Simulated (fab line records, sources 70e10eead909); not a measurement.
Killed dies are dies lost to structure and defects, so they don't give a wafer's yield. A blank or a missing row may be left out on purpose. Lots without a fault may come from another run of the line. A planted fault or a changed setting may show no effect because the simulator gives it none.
Chamber matching | flow nand_harc | NHARC_A_CHANNEL_HOLE_D1_DESCUM_15 on rie_diel-02: 4 sister chambers
The step chemistry O2, time 3 s. 4 wafers are shown with their chamber, then 7 later ones without.

WAFERS WITH THEIR CHAMBER
wafer  | chamber | drypump_motor_current_A (A)
L774.2 | 0       | 5.1
L776.5 | 2       | 5.9
L785.1 | 1       | 5.6
L785.3 | 3       | 5.4

WAFERS WITHOUT THEIR CHAMBER
wafer  | drypump_motor_current_A (A)
L785.6 | 5.9
L786.1 | 5.4
L786.2 | 5.5
L786.3 | 5.1
L788.1 | 5.5
L788.2 | 5.9
L788.3 | 5.3

WHICH CHAMBER EACH WENT THROUGH
wafer  | from the rows above     | in truth
L785.6 | 2                       | 2
L786.1 | 3                       | 3
L786.2 | can't be placed: 1 or 3 | 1
L786.3 | 0                       | 0
L788.1 | can't be placed: 1 or 3 | 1
L788.2 | 2                       | 2
L788.3 | can't be placed: 3 or 0 | 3
Placed correctly: 4 of 7. Can't be placed from these rows: 3 (the true chamber is among the candidates in 3). Placed wrongly: 0.
How it was worked out, from the rows above alone: a wafer's distance from a chamber is the root of the sum, over the readings, of the square of ((its reading less the chamber's mean) divided by the reading's scatter). The wafer belongs to the nearest chamber; if the next one is less than 2 further off, it can't be placed. A chamber's mean is the mean of its shown wafers. The scatter: with one shown wafer a chamber, the root of the mean of the squares of how far each hidden wafer lies from its nearest shown one.
